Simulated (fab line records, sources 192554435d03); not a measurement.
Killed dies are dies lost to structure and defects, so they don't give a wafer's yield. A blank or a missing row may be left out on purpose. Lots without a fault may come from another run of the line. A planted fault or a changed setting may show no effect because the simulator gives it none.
Problem report in the 8D (eight disciplines) form, filled by code | flow n5_finfet | the parts of the form that need people (team, actions taken, sign-off) are left out

1. THE PROBLEM
run_length_s at N5_BEOL_M7_VIA_ETCH_34 reads a mean of 78.4 s on 2 wafers of 1 lot; wafers without a fault read 73.5 s with a standard deviation of 0.44. That is +11 standard deviations from the usual mean.
The step: etches SiCOH lowk in C4F6/O2, target depth 125.5 nm, time 50.5 s.
First seen on wafer L661.3, day 15 09:35, on rie_diel-04. The record holds 15 wafers of 5 lots with a number at this step. Rule for "out", or "out of limits": more than 4 standard deviations from the usual mean. The other wafers with a number count as sound.

2. WHAT IT IS AND WHAT IT IS NOT
question                    | is                | is not
which readings at this step | run_length_s      | O2_flow_sccm, bias_w, drypump_motor_current_A, oes_product_au, rf_vpp_V, showerhead_plenum_p_Torr, throttle_valve_pct
which lots                  | L661              | L643, L648, L653, L664
which wafers of those lots  | L661.3, L661.6    | L661.4
read on which tools         | rie_diel-04       | rie_diel-06
when                        | from day 15 09:35 | up to then (10 sound wafers); but 3 sound wafers of L664 came after

3. SUSPECTS, AND WHAT RULES EACH OUT
Counting: a tool at a process step up to the reading stays a suspect if it ran every lot that is out. Sound lots after the first of them don't rule it out here, since some wafers of a struck lot are sound.
- rie_diel-04 at N5_BEOL_M7_DESCUM_33 (chemistry O2, time 7 s): kept. It ran the lot that is out, L661 (day 15 09:25); its last sound lot up to then is L653 (day 12 20:41).
- rie_diel-04 at N5_BEOL_M7_ETCH_72 (etches underlayer in N2/H2, target depth 6.5 nm, time 5.2 s): kept. It ran the lot that is out, L661 (day 15 09:26); its last sound lot up to then is L653 (day 12 20:43).
- rie_diel-04 at N5_BEOL_M7_ETCH_65 (etches SiARC in CF4, target depth 15.6 nm, time 26 s): kept. It ran the lot that is out, L661 (day 15 09:28); its last sound lot up to then is L653 (day 12 20:44).
- rie_diel-04 at N5_BEOL_M7_ETCH_66 (etches SOC in N2/H2, target depth 80 nm, overetch 16 nm, time 120 s): kept. It ran the lot that is out, L661 (day 15 09:29); its last sound lot up to then is L653 (day 12 20:46).
- rie_diel-04 at N5_BEOL_M7_VIA_ETCH_34 (etches SiCOH lowk in C4F6/O2, target depth 125.5 nm, time 50.5 s): kept. It ran the lot that is out, L661 (day 15 09:35); its last sound lot up to then is L653 (day 12 20:52). Its own readings are out on those wafers: run_length_s.
- Within rie_diel-04 at N5_BEOL_M7_DESCUM_33: the wafers that are out ran in chambers 1, 3; their sound lot-mates ran in chamber 2.
- Within rie_diel-04 at N5_BEOL_M7_ETCH_72: the wafers that are out ran in chambers 1, 3; their sound lot-mates ran in chamber 2.
- Within rie_diel-04 at N5_BEOL_M7_ETCH_65: the wafers that are out ran in chambers 1, 3; their sound lot-mates ran in chamber 2.
- Within rie_diel-04 at N5_BEOL_M7_ETCH_66: the wafers that are out ran in chambers 1, 3; their sound lot-mates ran in chamber 2.
- Within rie_diel-04 at N5_BEOL_M7_VIA_ETCH_34: the wafers that are out ran in chambers 1, 3; their sound lot-mates ran in chamber 2.
Left after counting: rie_diel-04 at N5_BEOL_M7_DESCUM_33, rie_diel-04 at N5_BEOL_M7_ETCH_72, rie_diel-04 at N5_BEOL_M7_ETCH_65, rie_diel-04 at N5_BEOL_M7_ETCH_66, rie_diel-04 at N5_BEOL_M7_VIA_ETCH_34.

4. THE CAUSE (what the simulator had put in)
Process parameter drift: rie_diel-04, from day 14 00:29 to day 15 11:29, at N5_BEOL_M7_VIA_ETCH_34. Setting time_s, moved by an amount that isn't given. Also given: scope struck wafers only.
Counting left 5 suspects, and this tool is among them.

5. THE CHAIN OF EFFECTS, in route order
Each row: a reading whose mean over the struck wafers that have a number lies more than 3 standard deviations from the usual. Only readings for which the record gives a usual standard deviation are gone through. hours: the time from each lot's start at the first step in this table that gives one to its start at this step, as a median over the lots. sigmas: the change in usual standard deviations.
hours | step                   | reading      | usual  | on struck wafers | change | sigmas
0     | N5_BEOL_M7_VIA_ETCH_34 | run_length_s | 73.5 s | 78.4             | +4.9   | +11
The process steps in it:
- N5_BEOL_M7_VIA_ETCH_34: etches SiCOH lowk in C4F6/O2, target depth 125.5 nm, time 50.5 s.

6. WHAT WOULD HAVE CAUGHT IT SOONER
In this record the first reading out of limits was taken at day 15 09:35, 33 hours after the fault began at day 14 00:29.
